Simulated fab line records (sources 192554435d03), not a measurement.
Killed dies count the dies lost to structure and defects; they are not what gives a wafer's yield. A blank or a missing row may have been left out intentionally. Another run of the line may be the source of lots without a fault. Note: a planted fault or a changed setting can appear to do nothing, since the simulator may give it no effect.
Split-lot study | flow n5_finfet | 21 wafers read from 7 lots, route of 1938 steps

## SPLIT DETAILS
At N5_FIN_CUT_CUT_ETCH_15 (etches Si in HBr/Cl2/O2, target depth 100 nm, bt time 10 s, time 42.4 s), the setting time_s was moved away from the recipe's 42.4 s on 7 of the 21 wafers read, by -21.8% to +17.4%. This setting was run at the recipe's value on the other wafers.

Reading taken at the split's own step.

## THE READING
SOC_of_FIN_CUT_COAT_18.thk_nm (the simulator's own value, which no gauge read), in nm, at N5_FIN_CUT_CUT_ETCH_15 (etches Si in HBr/Cl2/O2, target depth 100 nm, bt time 10 s, time 42.4 s). The file gives no usual value for it. Average 170.0 nm, standard deviation 1.1 nm, over the 14 wafers here run with the recipe.

wafer  | tool, chamber at the split | time_s as run, s | against the recipe | SOC_of_FIN_CUT_COAT_18.thk_nm, nm | against lot-mates on the recipe
L076.1 | rie_si-01, 2               | 42.4             | recipe             | 170.8                             | -
L076.2 | rie_si-01, 1               | 49.78            | +17.4%             | 164                               | -6.8
L076.4 | rie_si-01, 0               | 49.78            | +17.4%             | 163.6                             | -7.2
L078.2 | rie_si-03, 3               | 42.4             | recipe             | 170.6                             | -
L078.3 | rie_si-03, 0               | 42.4             | recipe             | 168.8                             | -
L078.5 | rie_si-03, 0               | 42.4             | recipe             | 169.6                             | -
L085.4 | rie_si-03, 2               | 42.4             | recipe             | 170.6                             | -
L085.5 | rie_si-03, 2               | 42.4             | recipe             | 171.4                             | -
L085.6 | rie_si-03, 3               | 42.4             | recipe             | 170.8                             | -
L086.1 | rie_si-01, 1               | 42.4             | recipe             | 170.8                             | -
L086.3 | rie_si-01, 2               | 42.4             | recipe             | 170.8                             | -
L086.6 | rie_si-01, 1               | 33.16            | -21.8%             | 179.6                             | +8.8
L092.1 | rie_si-06, 3               | 42.4             | recipe             | 168                               | -
L092.2 | rie_si-06, 0               | 42.4             | recipe             | 170                               | -
L092.5 | rie_si-06, 1               | 42.4             | recipe             | 168.4                             | -
L093.2 | rie_si-01, 1               | 34.5             | -18.6%             | 177                               | +8.4
L093.4 | rie_si-01, 0               | 42.4             | recipe             | 168.6                             | -
L093.6 | rie_si-01, 0               | 34.5             | -18.6%             | 177.6                             | +9.0
L096.2 | rie_si-06, 0               | 42.4             | recipe             | 171.4                             | -
L096.3 | rie_si-06, 1               | 47.94            | +13.1%             | 164                               | -7.4
L096.4 | rie_si-06, 3               | 47.94            | +13.1%             | 165.8                             | -5.6

FIT RESULTS
A straight line over all 21 wafers: SOC_of_FIN_CUT_COAT_18.thk_nm changes by -0.392 nm for each +1% of time_s; r = -0.97; the points scatter about the line by 1 nm.
The same after taking each lot's own level away (the mean of its wafers on the recipe; 21 wafers): -0.439 nm for each +1%; r = -0.99; scatter 0.7 nm.
According to that fit, moving time_s by its largest amount changes the reading by 9.6 nm.
The lots' own levels span 168.60 to 171.40 nm, that is 2.5 times the standard deviation above.
So the lot-to-lot level changes the slope: the two fits differ.
Check: with one of the wafers moved furthest among these (-21.8%) left out of the fit, the line predicts +9.86 nm for it against its lot-mates. Against them it came out at +8.8 nm.

## ADDITIONAL SPLITS CARRIED BY THESE WAFERS
These wafers also went through other splits before the reading. Each is held against what the fit with the lots' levels taken away leaves over:
other split on the same wafers           | wafers away from the commonest value | r with SOC_of_FIN_CUT_COAT_18.thk_nm (lot level and that fit taken away)
N5_WELL_APT_COAT_02 spin_rpm             | 9                                    | -0.15
N5_PMOS_HMC_CHANNEL_EPI_HM_DEP_34 time_s | 9                                    | -0.22

## THE WHOLE CHAIN: every reading that the file lists as answering this split, in the file's order
step                   | what it does                                                            | reading                                                                        | change (the file's fit)               | r (the file's)
N5_FIN_CUT_CUT_ETCH_15 | etches Si in HBr/Cl2/O2, target depth 100 nm, bt time 10 s, time 42.4 s | etch.depth_nm (the simulator's own value, which no gauge read)                 | +1.03 nm for each +1% of the setting  | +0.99
N5_FIN_CUT_CUT_ETCH_15 | etches Si in HBr/Cl2/O2, target depth 100 nm, bt time 10 s, time 42.4 s | FIN_CUT.feature_depth_nm (the simulator's own value, which no gauge read)      | +1.03 nm for each +1% of the setting  | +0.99
N5_FIN_CUT_CUT_ETCH_15 | etches Si in HBr/Cl2/O2, target depth 100 nm, bt time 10 s, time 42.4 s | SOC_of_FIN_CUT_COAT_18.thk_nm (the simulator's own value, which no gauge read) | -0.433 nm for each +1% of the setting | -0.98

## THE FILE'S OWN FIT
SOC_of_FIN_CUT_COAT_18.thk_nm changes by -0.433 nm for each +1% of time_s, r = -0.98.
